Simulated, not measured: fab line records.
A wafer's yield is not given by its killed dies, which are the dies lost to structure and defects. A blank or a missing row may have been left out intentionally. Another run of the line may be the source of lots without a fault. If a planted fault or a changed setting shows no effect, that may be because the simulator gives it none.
Problem report in the 8D (eight disciplines) form, filled by code | flow nandHarc | the parts of the form that need people (team, actions taken, sign-off) are left out

## 1. PROBLEM STATEMENT
At NHARC_P_M2_INSPECT_11, rawDefectCount averages 716.3 over 3 wafers from 2 lots, while fault-free wafers read 4.5, standard deviation 2.8. So: +99 or more standard deviations from the usual mean.
The first sign was on wafer L849.2 at day 9 11:34, on defectInspect-01. Wafers with a number at this step in the record: 33, from 11 lots. By rule, "out" or "out of limits" means more than 4 standard deviations away from the usual mean. The rest of the wafers with a number are treated as sound.

## 2. WHAT THIS IS AND IS NOT
question                    | is                     | is not
which readings at this step | rawDefectCount         | -
which lots                  | L849, L850             | L837, L838, L839, L841, L846, L854, L857, L858, L860
which wafers of those lots  | L849.2, L849.5, L850.3 | L849.4, L850.1, L850.2
read on which gauges        | defectInspect-01       | defectInspect-02
when                        | from day 9 11:34       | up to then (16 sound wafers); but 14 sound wafers of L850, L854, L857, L858, L860 came after

## 3. THE SUSPECTS, EACH WITH WHAT RULES IT OUT
Counting: if a tool at a process step up to the reading ran every lot that is out, it stays a suspect. Sound lots after the first of them don't rule it out here, since some wafers of a struck lot are sound.
- the gauge at NHARC_P_M2_INSPECT_11 is ruled out. All the wafers that are out were read on defectInspect-01, but those of them that NHARC_END_SORT_01 has rows for are out there too, on other tools.
- pecvd-03 at NHARC_P_M1_DEP_33 (deposits SiCN, target thk 30 nm): kept. It processed each lot that is out (first: L849, day 9 09:34); up to then, its last sound lot is L846 (day 8 06:17).
- In pecvd-03 at NHARC_P_M1_DEP_33, the wafers that are out were processed in chamber 1 and their sound lot-mates in chambers 0, 2.
After counting, what remains is pecvd-03 at NHARC_P_M1_DEP_33.

## 4. THE CAUSE (what the simulator had put in)
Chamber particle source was pecvd-03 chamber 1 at NHARC_P_M1_DEP_33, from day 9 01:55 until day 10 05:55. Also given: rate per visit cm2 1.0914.
The count eliminated every tool but this one.

## 5. SEQUENCE OF EFFECTS, ordered by route
Each row: a reading where the mean over the struck wafers with a number is more than 3 standard deviations away from the usual. Only readings whose record carries a usual standard deviation are examined. hours: median over the lots of the time between each lot's start at the first step of this table that gives one and its start at this step. sigmas: the change, counted in usual standard deviations.
hours | step                  | reading            | usual  | on struck wafers | change | sigmas
0     | NHARC_P_M2_INSPECT_11 | rawDefectCount     | 4.5    | 716.3            | +711.8 | +99 or more
313   | NHARC_END_SORT_01     | defectLimitedYield | 95.8 % | 84.3             | -11.5  | -8.2
313   | NHARC_END_SORT_01     | killedAtPeriphery  | 3.5    | 86.3             | +82.8  | +32
313   | NHARC_END_SORT_01     | killedDies         | 28     | 106              | +78    | +8.4
313   | NHARC_END_SORT_01     | sort_bin_2_pct     | 1.3 %  | 6.3              | +5.0   | +8.4
313   | NHARC_END_SORT_01     | sort_bin_3_pct     | 0.24 % | 4.04             | +3.80  | +19
313   | NHARC_END_SORT_01     | sort_bin_4_pct     | 2.6 %  | 5.3              | +2.7   | +3.1
313   | NHARC_END_SORT_01     | sortNPass          | 649    | 571              | -78    | -8.4
313   | NHARC_END_SORT_01     | sortRimYieldPct    | 94 %   | 84               | -10    | -3.1
313   | NHARC_END_SORT_01     | sortYieldPct       | 95.8 % | 84.3             | -11.5  | -8.2

## 6. WHAT WOULD HAVE CAUGHT IT SOONER
The first out-of-limits reading at a measuring or inspecting step in this record came at day 9 11:34, 10 hours after the fault's start at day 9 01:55.
An alarm limit of 4 standard deviations would not have fired on the tool readings at NHARC_P_M1_DEP_33 for which the record gives a usual standard deviation, since none of them was out on any struck wafer.
Among the 2 lots that are out, L850 began NHARC_P_M1_DEP_33 on pecvd-03 after day 9 11:34. Holding the tool at that time would have saved it.
